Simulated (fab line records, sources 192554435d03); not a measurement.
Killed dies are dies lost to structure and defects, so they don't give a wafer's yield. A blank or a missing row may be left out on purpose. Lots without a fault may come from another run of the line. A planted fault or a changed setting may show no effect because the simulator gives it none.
A struck lot beside a sound one | flow n5_finfet | 27 steps out of a route of 1938
Sound: wafers L254.1, L254.3, L254.5. Struck: wafers L250.2, L250.4, L250.6. The cause comes at the end.
At each step with rows: each side's tool, then ch and its chambers, then its first start. Under that, the readings that differ: sound wafers | struck wafers | difference of the means | sigmas: that difference in standard deviations of wafers without a fault.
alike: readings whose means differ by less than 2 such deviations, and words and numbers that are the same on both sides. not compared: withheld readings, readings that some wafer has no value for, bounds like >300 that may hide the same value, and numbers for which the record gives no deviation and whose values overlap.
The two part at a step that has a row with sigmas, a row that says differs or no value, or rows on one side only. Numbers that don't overlap but have no deviation are shown without sigmas and don't part them. A reading that every wafer of one side lacks parts them only if that side has two wafers or more.

first, 10 steps without rows for these wafers: N5_FIN_SAQP_PRECLEAN_00 (cleans in SC1, time 60 s); N5_FIN_SAQP_PRECLEAN_44 (cleans in SC2, time 45 s); N5_FIN_SAQP_SRD_01 (time 30 s); N5_FIN_SAQP_ALD_61 (deposits SiO2, target thk 4 nm, pulse time 1 s, purge time 2 s); N5_FIN_SAQP_DENSIFY_62 (time 60 s); N5_FIN_SAQP_HM_DEP_03 (deposits SiNx from SiH4/NH3/N2, target thk 38 nm, time 33.6 s); N5_FIN_SAQP_PECVD_47 (deposits a-Si from SiH4/He, target thk 45 nm, time 36.3 s); N5_FIN_SAQP_PECVD_48 (deposits SiNx from SiH4/NH3/N2, target thk 25 nm, time 22.1 s); N5_FIN_SAQP_PECVD_06 (deposits a-Si from SiH4/He, target thk 60 nm, time 48.1 s); N5_FIN_SAQP_HM_DEP_72 (deposits SiO2 from SiH4/N2O, target thk 12 nm, time 7.2 s).
N5_FIN_SAQP_COAT_49: time 60 s, resist thk 100 nm.
  sound on litho_track-02 ch 0, day 6 22:28; struck on litho_track-05 ch 0, day 5 22:55
  reading                                   | sound                | struck               | difference | sigmas
  spin_speed_rpm (rpm)                      | 1499.6 1498.0 1499.0 | 1436.8 1436.9 1436.0 | -62.3      | -57
  model.SOC_of_FIN_SAQP_COAT_49.thk_nm (nm) | 100.3 100.2 100.2    | 102.6 102.8 102.7    | +2.5       |
then, 9 steps without rows for these wafers: N5_FIN_SAQP_COAT_50 (time 60 s, resist thk 35 nm); N5_FIN_SAQP_COAT_10 (resist thk 90 nm); N5_FIN_SAQP_EBR_12; N5_FIN_SAQP_SOFTBAKE_11 (time 60 s); N5_FIN_SAQP_EXPOSE_13 (exposes mask FIN CORE, target cd 35.6 nm); N5_FIN_SAQP_PEB_14 (peb time 60 s); N5_FIN_SAQP_DEVELOP_15 (develop time 30 s); N5_FIN_SAQP_DESCUM_21 (chemistry O2, time 7.9 s); N5_FIN_SAQP_ETCH_51 (etches SiARC in CF4, target depth 45.5 nm, time 75.8 s).
N5_FIN_SAQP_ETCH_52: etches SOC in N2/H2, target depth 100 nm, overetch 20 nm, time 150 s.
  sound on rie_diel-04 ch 0,1,3, day 6 22:55; struck on rie_diel-04 ch 0,1, day 5 23:28
  reading                  | sound             | struck            | difference | sigmas
  model.etch.depth_nm (nm) | 100.3 100.2 100.2 | 102.6 102.8 102.7 | +2.5       |
  alike: bias_w, drypump_motor_current_A, oes_product_au, rf_vpp_V, showerhead_plenum_p_Torr, throttle_valve_pct
  not compared: rf_hours_counter_h
then, 3 steps without rows for these wafers: N5_FIN_SAQP_STRIP_53 (strips in N2/H2); N5_FIN_SAQP_HM_OPEN_73 (chemistry CHF3/O2, target SiO2, stops on a-Si, target depth 12 nm, time 16.8 s); N5_FIN_SAQP_STRIP_74 (strips in CHF3/O2).
N5_FIN_SAQP_MANDREL_ETCH_22: etches a-Si in HBr/Cl2, stops on SiNx, target depth 60 nm, bt time 10 s, time 30 s.
  sound on rie_si-06 ch 0,3, day 6 23:06; struck on rie_si-02 ch 0,1, day 5 23:40
  reading                                   | sound             | struck            | difference | sigmas
  model.SOC_of_FIN_SAQP_COAT_49.thk_nm (nm) | 76.43 76.16 76.23 | 78.73 78.79 78.72 | +2.47      |
  alike: bias_w, drypump_motor_current_A, mfc_cl2_sccm, oes_product_au, throttle_valve_pct
  not compared: rf_hours_counter_h
then, 1 step without rows for these wafers: N5_FIN_SAQP_STRIP_55 (strips in N2/H2).
-- the record jumps here: 6 days lie between the struck wafers' starts before and after (it left off in module FIN_SAQP and takes up again in module BEOL_M4, whose first step shown is number 1111 of the route) --
N5_BEOL_M4_RC_MEAS_101:
  sound on prober-01 ch 0, day 12 19:57; struck on prober-01 ch 0, day 12 09:55
  alike: DIBL_N, DIBL_P, IOFF_N, IOFF_P, ION_N, ION_P, SS_N, SS_P, VT_N, VT_P

WHERE THEY PART
Only at N5_FIN_SAQP_COAT_49, within this record. Later steps at which nothing parts them and some readings are alike: N5_FIN_SAQP_ETCH_52, N5_FIN_SAQP_MANDREL_ETCH_22, N5_BEOL_M4_RC_MEAS_101.

WHY: what the simulator had put in
Process parameter drift: litho_track-05, from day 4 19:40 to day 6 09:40, at N5_FIN_SAQP_COAT_49. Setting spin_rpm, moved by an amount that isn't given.
